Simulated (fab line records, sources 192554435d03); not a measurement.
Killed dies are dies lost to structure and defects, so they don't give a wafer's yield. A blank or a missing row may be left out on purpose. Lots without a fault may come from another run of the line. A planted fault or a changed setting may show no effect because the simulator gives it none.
fab line records | flow n5_finfet
record lots=4 wafers=12 last_day=17
route steps=1938 shown SD_EPI_P@319 SD_ACTIVATION@330 ILD0@335 SDB@347 BEOL_M4@1111
lots that met no fault: from a run of the same line without faults
start_h: hours from the record's first day to the start of the lot's first wafer shown | wait_h: hours since the lot's step before | " the same as in the row above | L1.1+2: a row that stands for several wafers | - no value, or no start given | * or withheld: withheld | < > ~ a bound
route shown NAME@n: a module of which the file shows steps, and the number in the route of the first | usual: mean/standard deviation of fault-free wafers | same: alike in all rows | chamber/n: place in a boat | sites: the reading at each site | _std_site: their standard deviation | _edge_site: outer sites' mean less inner sites' | radius_mm: how far each site lies from the wafer's centre | mask NAME#n: copy n | behind: the tool/chamber that last shaped the wafer | hold: why the lot was held/for how many hours/how that ended | device: the transistor (n, p or np) that didn't switch | end of line: the same wafers' tests at the end of the route | a step without rows: its recipe alone | killed: dies lost to structure and defects at the first sort, not the wafer's yield | map: a wafer's dies, x killed, . not, _ none there
set.NAME: the setting as run; set.NAME@STEP: as run at that earlier step | model.NAME: the simulator's own value behind a step, which no gauge read
lots at some steps of the route; a table a step, a row a wafer
services: from which hour (start_h, from the record's first day; less than 0 if before it) a tool's chamber was out of use, for how many hours, and why
## steps
# step N5_SD_EPI_P_PRECLEAN_51
# recipe chemistry=NF3:NH3 afs_cycles=1 temp_c=30 time_s=20 sublimation_temp_c=180 sublimation_time_s=60 pressure_torr=3 rf_power_w=30
# step N5_SD_EPI_P_VAPOR_ETCH_44
# recipe chemistry=NF3/Ar target=SiGe30 temp_c=25 time_s=3.3 mode=isotropic
# step N5_SD_EPI_P_EPI_21
# recipe material=SiGe:B dopant=B temp_c=550 pressure_torr=20 ambient=H2 time_s=355
# step N5_SD_EPI_P_HM_STRIP_48
# recipe chemistry=H3PO4 temp_c=160 material=SiNx target=SiNx target_depth_a=30 overetch_fraction=0.3
# step N5_SD_EPI_P_SRD_49
# recipe dry=ipa_marangoni time_s=30 temp_c=23 rinse_liquid=diw
# step N5_SD_EPI_P_PRECLEAN_24
# recipe chemistry=O3/DIW time_s=45 temp_c=22 o3_ppm=10
# step N5_SD_EPI_P_PRECLEAN_32
# recipe chemistry=dHF time_s=10 dilution=500:1 temp_c=25
# step N5_SD_EPI_P_PRECLEAN_33
# recipe chemistry=SC2 time_s=45 temp_c=35 mix=1:1:50
# step N5_SD_EPI_P_SRD_25
# recipe time_s=30 temp_c=23 rinse_liquid=diw dry=ipa_marangoni
# step N5_SD_ACTIVATION_RTA_00
# recipe temp_c=975 time_s=0 ambient=N2 idle_temp_c=600 ramp_up_c_per_s=150 ramp_down_c_per_s=60 cool_to_c=600
# step N5_SD_ACTIVATION_LSA_01
# recipe temp_c=1080 time_s=0.0008 ambient=N2
# usual wafer_temp_C_max=1085.7/1.1
# columns lot.wafer tool chamber start_h wait_h wafer_temp_C_max
L850.1 laser_anneal-02 0 89.30 0.2 1086.0
L850.4 " 0 " " 1085.9
L850.6 " 0 " " 1085.7
L859.1 laser_anneal-02 0 144.93 0.2 1029.1
L859.2 " 0 " " 1027.7
L859.6 " 0 " " 1028.1
L861.4 laser_anneal-02 0 162.92 0.2 1030.9
L861.5 " 0 " " 1028.0
L861.6 " 0 " " 1028.9
L868.3 laser_anneal-01 0 202.17 0.2 1085.8
L868.5 " 0 " " 1086.4
L868.6 " 0 " " 1084.1
# step N5_SD_ACTIVATION_RS_MEAS_03
# recipe thk_meas_gauge=four-point-probe
# usual RS_SD_N=22.0/0.31 RS_SD_P=56.5/0.82
# columns lot.wafer tool chamber start_h wait_h RS_SD_N[ohm/sq] RS_SD_P[ohm/sq]
L850.1 film_metro-02 - 89.50 0.2 22.0 58.4
L850.4 " - " " 22.6 57.8
L850.6 " - " " 22.7 57.6
L859.1 film_metro-01 - 145.13 0.2 28.1 58.8
L859.2 " - " " 28.1 59.1
L859.6 " - " " 27.9 59.4
L861.4 film_metro-01 - 163.10 0.1 27.4 58.3
L861.5 " - " " 27.5 56.8
L861.6 " - " " 27.1 58.6
L868.3 film_metro-01 - 202.35 0.2 21.9 56.4
L868.5 " - " " 22.0 57.0
L868.6 " - " " 22.0 56.3
# step N5_ILD0_LINER_00
# recipe material=SiNx target_thk_a=40 temp_c=400 ald_precursor_family=SiH2I2 ald_co_reactant=N2/H2-plasma pulse_time_s=1 purge_time_s=2 co_reactant_purge_time_s=2 ald_cycles=80 pressure_torr=2
# step N5_ILD0_FCVD_FILL_01
# recipe material=SiO2_flowable target_thk_a=2000 temp_c=100 pressure_torr=0.8 rf_w=2000 time_s=328.3
# step N5_ILD0_CURE_02
# recipe temp_c=450 time_s=1800 ambient=steam idle_temp_c=400 ramp_up_c_per_min=5 ramp_down_c_per_min=3 densification_p_h2o_torr=640
# step N5_ILD0_CMP_03
# recipe stop_on=SiNx t_overpolish_s=1.9 post_cmp_clean=alkaline_brush down_force_psi=4.1491 platen_rpm=51.796 pad_velocity_m_s=1.0306 target_thk_nm=197.38
# step N5_ILD0_CMP_07
# recipe stop_on=poly-Si material=SiO2_flowable t_overpolish_s=1.18 post_cmp_clean=alkaline_brush down_force_psi=4.1491 platen_rpm=51.796 pad_velocity_m_s=1.0306 target_thk_nm=138.88
# step N5_ILD0_PRECLEAN_10
# recipe chemistry=NF3:NH3 afs_cycles=5 time_s=20 temp_c=30 sublimation_temp_c=180 sublimation_time_s=60 pressure_torr=3 rf_power_w=30
# step N5_ILD0_ALD_15
# recipe material=SiNx target_thk_a=240 temp_c=400 ald_precursor_family=SiH2I2 ald_co_reactant=N2/H2-plasma pulse_time_s=1 ald_cycles=480 purge_time_s=2 co_reactant_purge_time_s=2 pressure_torr=2
# step N5_ILD0_CMP_12
# recipe stop_on=poly-Si material=SiNx t_overpolish_s=6 post_cmp_clean=alkaline_brush down_force_psi=2.5 platen_rpm=51.8 pad_velocity_m_s=1.0307 target_thk_nm=17.67
# step N5_SDB_HM_DEP_00
# recipe material=SiNx target_thk_a=400 temp_c=400 precursor=SiH4/NH3/N2 pressure_torr=1.5 rf_w=300 time_s=35.3
# step N5_SDB_COAT_03
# recipe resist=SOC temp_c=250 time_s=60 spin_rpm=1500 resist_thk_nm=100
# step N5_SDB_COAT_04
# recipe resist=SiARC temp_c=220 time_s=60 spin_rpm=1500 resist_thk_nm=18
# step N5_SDB_COAT_05
# recipe resist=CAR-ArF spin_rpm=1500 resist_thk_nm=90
# step N5_SDB_EBR_07
# recipe solvent=PGMEA ebr_width_mm=1.5
# step N5_SDB_SOFTBAKE_06
# recipe temp_c=110 time_s=60 resist=CAR-ArF
# step N5_SDB_EXPOSE_08
# recipe mask_id=SDB na=1.35 source_shape=conventional sigma_outer=0.5 polarization=unpolarized dose_mj=49.6
# step N5_SDB_PEB_09
# recipe peb_temp_c=withheld peb_time_s=60 resist=CAR-ArF
# step N5_SDB_DEVELOP_10
# recipe develop_time_s=30 developer=TMAH resist=CAR-ArF rinse_liquid=diw dry=air_spin dev_temp_c=23
# step N5_SDB_DESCUM_16
# recipe chemistry=O2 time_s=7.9 source_power_w=50 bias_power_w=20 pressure_mtorr=20 rf_frequency_hz=2.712e+07 temp_c=40 resist=CAR-ArF o2_flow_sccm=225
# step N5_SDB_ETCH_17
# recipe chemistry=CF4 target=SiARC target_depth_a=234 mask_material=CAR-ArF time_s=39 ion_energy_ev=80 pressure_mtorr=40 source_w=545 bias_w=36 Ar_flow_sccm=100 cf4_flow_sccm=100 ends=cleared
# step N5_BEOL_M4_RC_MEAS_101
# usual DIBL_N=36.3/1.2 DIBL_P=36.7/1.5 IOFF_N=0.164/0.02 IOFF_P=0.214/0.024 ION_N=673/8.5 ION_P=461/5.9 RC_DENSE_N=19.1/0.35 RC_N=15.57/0.27 REXT_N=75.3/1.5 RS_SD_N=28.5/0.36 SS_N=71.6/0.44 SS_P=73.3/0.55 VT_N=249.4/2.4 VT_P=-250.0/2.3
# columns lot.wafer tool chamber start_h wait_h DIBL_N[mV/V] DIBL_P[mV/V] IOFF_N[nA/um] IOFF_P[nA/um] ION_N[uA/um] ION_P[uA/um] RC_DENSE_N[ohm.um] RC_N[ohm.um] REXT_N[ohm.um] RS_SD_N[ohm/sq] SS_N[mV/dec] SS_P[mV/dec] VT_N[mV] VT_P[mV]
L850.1 prober-01 0 205.52 0.0 36.2 36.5 0.157 0.238 679 466 18.7 15.39 75.5 28.7 71.6 73.2 245.6 -245.9
L850.4 " 0 " " 36.4 36.6 0.157 0.240 678 471 19.3 15.47 77.1 28.6 71.6 73.6 247.3 -247.6
L850.6 " 0 " " 39.1 39.8 0.214 0.295 692 475 18.8 15.22 75.7 28.9 72.5 73.6 248.0 -244.1
L859.1 prober-01 0 253.74 0.0 37.2 37.5 0.177 0.253 671 467 23.9 19.50 86.3 35.0 71.4 74.0 249.6 -248.8
L859.2 " 0 " " 36.0 35.7 0.152 0.209 665 463 24.2 19.54 86.2 35.3 71.6 72.7 251.5 -250.7
L859.6 " 0 " " 35.0 34.9 0.144 0.198 653 456 23.7 19.46 86.2 35.1 71.3 72.8 251.8 -251.7
L861.4 prober-02 0 269.64 0.5 34.8 35.0 0.137 0.201 662 469 23.7 19.19 82.7 34.3 71.3 73.9 250.9 -248.8
L861.5 " 0 " " 36.1 36.6 0.165 0.234 673 469 24.0 19.59 82.3 34.5 71.8 73.5 247.7 -247.0
L861.6 " 0 " " 35.9 35.9 0.159 0.213 663 463 23.9 19.32 82.6 34.4 71.6 73.3 249.3 -249.5
L868.3 prober-02 0 307.49 0.3 37.3 39.5 0.178 0.237 679 466 19.0 15.53 73.6 28.3 71.8 73.9 250.1 -250.4
L868.5 " 0 " " 38.1 40.5 0.196 0.242 682 467 19.2 15.67 73.0 28.4 72.0 74.5 247.9 -249.3
L868.6 " 0 " " 36.9 39.9 0.183 0.241 688 469 18.5 15.06 73.9 28.4 71.3 73.9 247.6 -249.9
## services
# columns tool chamber start_h hours kind
laser_anneal-01 - 75.51 4.5 pm
laser_anneal-02 - 109.27 9.0 pm
laser_anneal-01 - 144.41 1.3 pm
laser_anneal-02 - 145.71 2.1 pm
laser_anneal-01 - 188.85 9.7 repair
## key
first_sign step=N5_SD_ACTIVATION_LSA_01 reading=wafer_temp_C_max direction=down sigmas=51 usual=* struck=*
effect step=N5_SD_ACTIVATION_RS_MEAS_03 reading=RS_SD_N direction=up sigmas=18 usual=22.0 struck=27.7
effect step=N5_BEOL_M4_RC_MEAS_101 reading=RS_SD_N direction=up sigmas=18 usual=28.5 struck=34.8
effect step=N5_BEOL_M4_RC_MEAS_101 reading=RC_N direction=up sigmas=14 usual=15.57 struck=19.43
effect step=N5_BEOL_M4_RC_MEAS_101 reading=RC_DENSE_N direction=up sigmas=14 usual=19.1 struck=23.9
effect step=N5_BEOL_M4_RC_MEAS_101 reading=REXT_N direction=up sigmas=6.2 usual=75.3 struck=84.4
met_at N5_SD_ACTIVATION_LSA_01
struck_wafers L859.1,L859.2,L859.6,L861.4,L861.5,L861.6
onset_between 89.30 144.93
fault kind=process_parameter_drift tool=laser_anneal-02 chamber=- onset_h=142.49 steps=N5_SD_ACTIVATION_LSA_01 channel=temp_c offset=* shape=step end_h=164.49 stated=*
